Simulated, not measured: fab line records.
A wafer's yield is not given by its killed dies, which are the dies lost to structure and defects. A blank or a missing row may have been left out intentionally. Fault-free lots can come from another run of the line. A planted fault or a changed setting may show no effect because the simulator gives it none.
Which tool did it? / flow n5_finfet / 11 lots with 33 wafers sampled at 4 steps, on a route of 1938 steps

WHAT THE GAUGES SHOWED, per wafer
N5_ILD0_THK_MEAS_08. Usual: thk_nm 138.9 nm, standard deviation 1.2.
lot=L348; measured=day 3 20:23; on=film_metro-02; thk_nm (nm)=137.8 137.3 138.2; flag=
lot=L352; measured=day 4 21:39; on=film_metro-01; thk_nm (nm)=139.7 137.4 140.1; flag=
lot=L353; measured=day 5 06:14; on=film_metro-01; thk_nm (nm)=138.5 139.4 139.0; flag=
lot=L359; measured=day 6 16:21; on=film_metro-02; thk_nm (nm)=137.9 140.3 138.5; flag=
lot=L360; measured=day 6 21:22; on=film_metro-01; thk_nm (nm)=139.7 139.8 138.8; flag=
lot=L361; measured=day 7 04:13; on=film_metro-01; thk_nm (nm)=140.5 140.2 139.1; flag=
lot=L363; measured=day 7 14:55; on=film_metro-02; thk_nm (nm)=138.4 139.5 140.0; flag=
lot=L365; measured=day 8 01:22; on=film_metro-02; thk_nm (nm)=139.4 138.8 140.8; flag=
lot=L368; measured=day 8 17:28; on=film_metro-01; thk_nm (nm)=138.8 138.9 137.2; flag=
lot=L369; measured=day 9 05:47; on=film_metro-01; thk_nm (nm)=138.0 138.8 139.9; flag=
lot=L370; measured=day 9 10:44; on=film_metro-02; thk_nm (nm)=139.8 138.7 138.8; flag=

N5_BEOL_M4_RC_MEAS_101. Usual: DIBL_N 36.3 mV/V, standard deviation 1.8; DIBL_P 36.5 mV/V, standard deviation 2.1; IOFF_N 0.16 nA/um, standard deviation 0.031; IOFF_P 0.22 nA/um, standard deviation 0.038; ION_N 677 uA/um, standard deviation 12; ION_P 466 uA/um, standard deviation 7.8; SS_N 71.5 mV/dec, standard deviation 0.61; SS_P 73.2 mV/dec, standard deviation 0.7; VT_N 249 mV, standard deviation 3; VT_P -248.9 mV, standard deviation 3.
lot=L348; measured=day 8 17:48; on=prober-02; DIBL_N (mV/V)=32.9 38.3 37.4; DIBL_P (mV/V)=32.6 39.2 38.4; IOFF_N (nA/um)=0.10 0.17 0.18; IOFF_P (nA/um)=0.14 0.22 0.21; ION_N (uA/um)=663 668 686; ION_P (uA/um)=462 453 469; SS_N (mV/dec)=70.6 72.1 71.9; SS_P (mV/dec)=72.1 73.9 72.8; VT_N (mV)=254 249 249; VT_P (mV)=-253.9 -248.2 -249.4; flag=
lot=L352; measured=day 10 15:43; on=prober-01; DIBL_N (mV/V)=38.0 38.9 37.6; DIBL_P (mV/V)=38.8 39.3 37.4; IOFF_N (nA/um)=0.20 0.21 0.17; IOFF_P (nA/um)=0.24 0.25 0.22; ION_N (uA/um)=697 705 679; ION_P (uA/um)=470 468 458; SS_N (mV/dec)=72.1 71.5 71.4; SS_P (mV/dec)=74.1 74.0 74.1; VT_N (mV)=246 246 249; VT_P (mV)=-249.7 -250.0 -252.2; flag=
lot=L353; measured=day 10 13:41; on=prober-01; DIBL_N (mV/V)=35.2 39.7 40.4; DIBL_P (mV/V)=34.4 39.6 41.0; IOFF_N (nA/um)=0.14 0.22 0.24; IOFF_P (nA/um)=0.19 0.26 0.30; ION_N (uA/um)=678 673 703; ION_P (uA/um)=469 460 474; SS_N (mV/dec)=71.7 72.0 71.7; SS_P (mV/dec)=72.3 74.2 74.4; VT_N (mV)=249 247 242; VT_P (mV)=-249.9 -245.4 -245.9; flag=
lot=L359; measured=day 11 09:18; on=prober-01; DIBL_N (mV/V)=37.9 34.4 35.5; DIBL_P (mV/V)=38.5 33.2 34.8; IOFF_N (nA/um)=0.17 0.11 0.13; IOFF_P (nA/um)=0.26 0.18 0.20; ION_N (uA/um)=681 655 670; ION_P (uA/um)=468 456 465; SS_N (mV/dec)=71.8 70.1 70.9; SS_P (mV/dec)=73.0 71.7 72.9; VT_N (mV)=249 257 253; VT_P (mV)=-246.4 -253.3 -249.0; flag=
lot=L363; measured=day 12 03:20; on=prober-01; DIBL_N (mV/V)=36.0 35.6 37.9; DIBL_P (mV/V)=35.1 34.4 37.3; IOFF_N (nA/um)=0.14 0.13 0.18; IOFF_P (nA/um)=0.21 0.20 0.24; ION_N (uA/um)=665 664 685; ION_P (uA/um)=461 459 462; SS_N (mV/dec)=70.5 71.0 71.1; SS_P (mV/dec)=71.8 72.4 73.0; VT_N (mV)=251 253 249; VT_P (mV)=-251.0 -252.6 -247.0; flag=
lot=L365; measured=day 12 17:35; on=prober-02; DIBL_N (mV/V)=34.9 37.3 34.2; DIBL_P (mV/V)=35.1 38.4 34.0; IOFF_N (nA/um)=0.15 0.20 0.14; IOFF_P (nA/um)=0.21 0.25 0.18; ION_N (uA/um)=681 686 664; ION_P (uA/um)=469 470 462; SS_N (mV/dec)=71.1 71.6 71.3; SS_P (mV/dec)=72.8 73.8 72.1; VT_N (mV)=247 247 251; VT_P (mV)=-249.8 -248.2 -254.4; flag=
lot=L368; measured=day 13 19:41; on=prober-02; DIBL_N (mV/V)=32.2 32.5 33.8; DIBL_P (mV/V)=32.2 32.5 33.8; IOFF_N (nA/um)=0.10 0.11 0.12; IOFF_P (nA/um)=0.15 0.15 0.17; ION_N (uA/um)=641 671 650; ION_P (uA/um)=449 462 453; SS_N (mV/dec)=70.8 70.4 70.7; SS_P (mV/dec)=72.1 72.4 72.5; VT_N (mV)=256 255 253; VT_P (mV)=-254.0 -252.8 -252.0; flag=
lot=L369; measured=day 14 04:28; on=prober-01; DIBL_N (mV/V)=36.1 36.2 36.2; DIBL_P (mV/V)=36.8 36.5 37.3; IOFF_N (nA/um)=0.17 0.16 0.16; IOFF_P (nA/um)=0.23 0.23 0.25; ION_N (uA/um)=682 682 683; ION_P (uA/um)=469 475 467; SS_N (mV/dec)=71.8 71.7 71.4; SS_P (mV/dec)=73.2 72.9 73.1; VT_N (mV)=248 248 249; VT_P (mV)=-249.1 -246.7 -244.5; flag=
lot=L370; measured=day 14 01:23; on=prober-01; DIBL_N (mV/V)=34.1 34.1 38.3; DIBL_P (mV/V)=35.5 34.8 40.8; IOFF_N (nA/um)=0.14 0.14 0.23; IOFF_P (nA/um)=0.20 0.19 0.31; ION_N (uA/um)=680 661 698; ION_P (uA/um)=469 457 477; SS_N (mV/dec)=71.8 71.4 71.7; SS_P (mV/dec)=72.6 72.4 73.5; VT_N (mV)=250 249 245; VT_P (mV)=-250.0 -249.1 -246.5; flag=

TOOL THAT RAN EACH LOT (tool first, then ch and the chambers of the sampled wafers, then the start)
lot=L348; N5_SDB_STRIP_22=plasma_asher-02 ch 1, day 4 00:30; N5_SDB_CMP_30=cmp-04 ch 0,2,3, day 4 03:43
lot=L352; N5_SDB_STRIP_22=plasma_asher-01 ch 0,1, day 5 01:49; N5_SDB_CMP_30=cmp-02 ch 0,2,3, day 5 05:08
lot=L353; N5_SDB_STRIP_22=plasma_asher-01 ch 0,1, day 5 10:14; N5_SDB_CMP_30=cmp-04 ch 1,2,3, day 5 13:40
lot=L359; N5_SDB_STRIP_22=plasma_asher-02 ch 0,1, day 6 20:50; N5_SDB_CMP_30=cmp-03 ch 0,3, day 7 00:07
lot=L360; N5_SDB_STRIP_22=plasma_asher-01 ch 0, day 7 01:34; N5_SDB_CMP_30=cmp-04 ch 1,2, day 7 04:47
lot=L361; N5_SDB_STRIP_22=plasma_asher-01 ch 0,1, day 7 08:13; N5_SDB_CMP_30=cmp-04 ch 0,2,3, day 7 11:26
lot=L363; N5_SDB_STRIP_22=plasma_asher-01 ch 0,1, day 7 18:56; N5_SDB_CMP_30=cmp-03 ch 1,3, day 7 22:11
lot=L365; N5_SDB_STRIP_22=plasma_asher-01 ch 0,1, day 8 05:43; N5_SDB_CMP_30=cmp-02 ch 0,1,2, day 8 09:03
lot=L368; N5_SDB_STRIP_22=plasma_asher-02 ch 0,1, day 8 21:35; N5_SDB_CMP_30=cmp-03 ch 2,3, day 9 00:50
lot=L369; N5_SDB_STRIP_22=plasma_asher-02 ch 0, day 9 09:47; N5_SDB_CMP_30=cmp-04 ch 0,1,3, day 9 13:02
lot=L370; N5_SDB_STRIP_22=plasma_asher-01 ch 0,1, day 9 14:58; N5_SDB_CMP_30=cmp-02 ch 0,1,3, day 9 18:15
- N5_SDB_STRIP_22: strips in N2/H2.
- N5_SDB_CMP_30: polishes, stops on poly-Si, t overpolish 1.54 s, target thk 30 nm.

WHAT THE TOOLS THEMSELVES READ (means of the sampled wafers that have a number; where no wafer has one, the mark that the record gives instead)
N5_SDB_STRIP_22. Usual: drypump_motor_current_A 5.6 A, standard deviation 0.56; h2_flow_sccm 3248 sccm, standard deviation 10; heater_power_w 313 W, standard deviation 14; oes_product_au 0.714 a.u., standard deviation 0.0045; strip_time_to_endpoint_s 96.1 s, standard deviation 0.42; temp_c 249.99 C, standard deviation 0.17.
lot=L348; tool=plasma_asher-02; drypump_motor_current_A (A)=5.0; h2_flow_sccm (sccm)=3249; heater_power_w (W)=305; oes_product_au (a.u.)=0.714; strip_time_to_endpoint_s (s)=95.8; temp_c (C)=249.77; flag=
lot=L352; tool=plasma_asher-01; drypump_motor_current_A (A)=6.0; h2_flow_sccm (sccm)=3249; heater_power_w (W)=313; oes_product_au (a.u.)=0.714; strip_time_to_endpoint_s (s)=95.7; temp_c (C)=250.27; flag=
lot=L353; tool=plasma_asher-01; drypump_motor_current_A (A)=6.0; h2_flow_sccm (sccm)=3245; heater_power_w (W)=316; oes_product_au (a.u.)=0.713; strip_time_to_endpoint_s (s)=96.3; temp_c (C)=250.01; flag=
lot=L359; tool=plasma_asher-02; drypump_motor_current_A (A)=5.7; h2_flow_sccm (sccm)=3246; heater_power_w (W)=305; oes_product_au (a.u.)=0.713; strip_time_to_endpoint_s (s)=95.6; temp_c (C)=249.85; flag=
lot=L360; tool=plasma_asher-01; drypump_motor_current_A (A)=-; h2_flow_sccm (sccm)=-; heater_power_w (W)=-; oes_product_au (a.u.)=-; strip_time_to_endpoint_s (s)=-; temp_c (C)=-; flag=OFF
lot=L361; tool=plasma_asher-01; drypump_motor_current_A (A)=-; h2_flow_sccm (sccm)=-; heater_power_w (W)=-; oes_product_au (a.u.)=-; strip_time_to_endpoint_s (s)=-; temp_c (C)=-; flag=OFF
lot=L363; tool=plasma_asher-01; drypump_motor_current_A (A)=5.6; h2_flow_sccm (sccm)=3245; heater_power_w (W)=324; oes_product_au (a.u.)=0.714; strip_time_to_endpoint_s (s)=96.2; temp_c (C)=249.89; flag=
lot=L365; tool=plasma_asher-01; drypump_motor_current_A (A)=6.0; h2_flow_sccm (sccm)=3247; heater_power_w (W)=313; oes_product_au (a.u.)=0.717; strip_time_to_endpoint_s (s)=95.9; temp_c (C)=250.08; flag=
lot=L368; tool=plasma_asher-02; drypump_motor_current_A (A)=5.7; h2_flow_sccm (sccm)=3238; heater_power_w (W)=309; oes_product_au (a.u.)=0.715; strip_time_to_endpoint_s (s)=96.0; temp_c (C)=249.92; flag=
lot=L369; tool=plasma_asher-02; drypump_motor_current_A (A)=6.1; h2_flow_sccm (sccm)=3250; heater_power_w (W)=308; oes_product_au (a.u.)=0.717; strip_time_to_endpoint_s (s)=96.3; temp_c (C)=249.81; flag=
lot=L370; tool=plasma_asher-01; drypump_motor_current_A (A)=6.0; h2_flow_sccm (sccm)=3245; heater_power_w (W)=314; oes_product_au (a.u.)=0.713; strip_time_to_endpoint_s (s)=96.6; temp_c (C)=250.04; flag=

N5_SDB_CMP_30. Usual: motor_current_A 13.2 A, standard deviation 1.5; overpolish_run_s 1.540 s, standard deviation 0.0099; time_to_endpoint_s 16.4 s, standard deviation 2.4.
lot=L348; tool=cmp-04; motor_current_A (A)=12.8; overpolish_run_s (s)=1.539; time_to_endpoint_s (s)=13.0; flag=
lot=L352; tool=cmp-02; motor_current_A (A)=13.5; overpolish_run_s (s)=1.538; time_to_endpoint_s (s)=16.3; flag=
lot=L353; tool=cmp-04; motor_current_A (A)=13.2; overpolish_run_s (s)=1.544; time_to_endpoint_s (s)=17.9; flag=
lot=L359; tool=cmp-03; motor_current_A (A)=13.4; overpolish_run_s (s)=1.536; time_to_endpoint_s (s)=17.5; flag=
lot=L360; tool=cmp-04; motor_current_A (A)=11.6; overpolish_run_s (s)=1.541; time_to_endpoint_s (s)=18.4; flag=
lot=L361; tool=cmp-04; motor_current_A (A)=13.1; overpolish_run_s (s)=1.542; time_to_endpoint_s (s)=18.3; flag=
lot=L363; tool=cmp-03; motor_current_A (A)=14.1; overpolish_run_s (s)=1.538; time_to_endpoint_s (s)=16.0; flag=
lot=L365; tool=cmp-02; motor_current_A (A)=13.8; overpolish_run_s (s)=1.548; time_to_endpoint_s (s)=18.4; flag=
lot=L368; tool=cmp-03; motor_current_A (A)=13.5; overpolish_run_s (s)=1.539; time_to_endpoint_s (s)=17.1; flag=
lot=L369; tool=cmp-04; motor_current_A (A)=13.6; overpolish_run_s (s)=1.548; time_to_endpoint_s (s)=14.6; flag=
lot=L370; tool=cmp-02; motor_current_A (A)=13.3; overpolish_run_s (s)=1.545; time_to_endpoint_s (s)=16.5; flag=

THE ANSWER, worked out from the rows above alone
Rule: lot off if the mean of its wafers having a number is beyond 3 standard deviations from the usual mean. Also off: a lot with no number at a reading for which 4 or more lots have one. The other lots that the step has rows for count as sound. Order of review: gauges by route order, followed by the tools' own readings, for which a lot's mean as printed above is used. The first step at which some lot is off is used, and at that step the reading that is off furthest; a lot without a number counts as furthest.
Off, at N5_SDB_STRIP_22 on drypump_motor_current_A: L360, L361. Without a number there: L360, L361.
A tool fits if, at that step or a process step before it, it ran every lot that is off, and no sound lot after the first of them. Of those tried, none fits.

WHAT HAD BEEN PUT IN BY THE SIMULATOR
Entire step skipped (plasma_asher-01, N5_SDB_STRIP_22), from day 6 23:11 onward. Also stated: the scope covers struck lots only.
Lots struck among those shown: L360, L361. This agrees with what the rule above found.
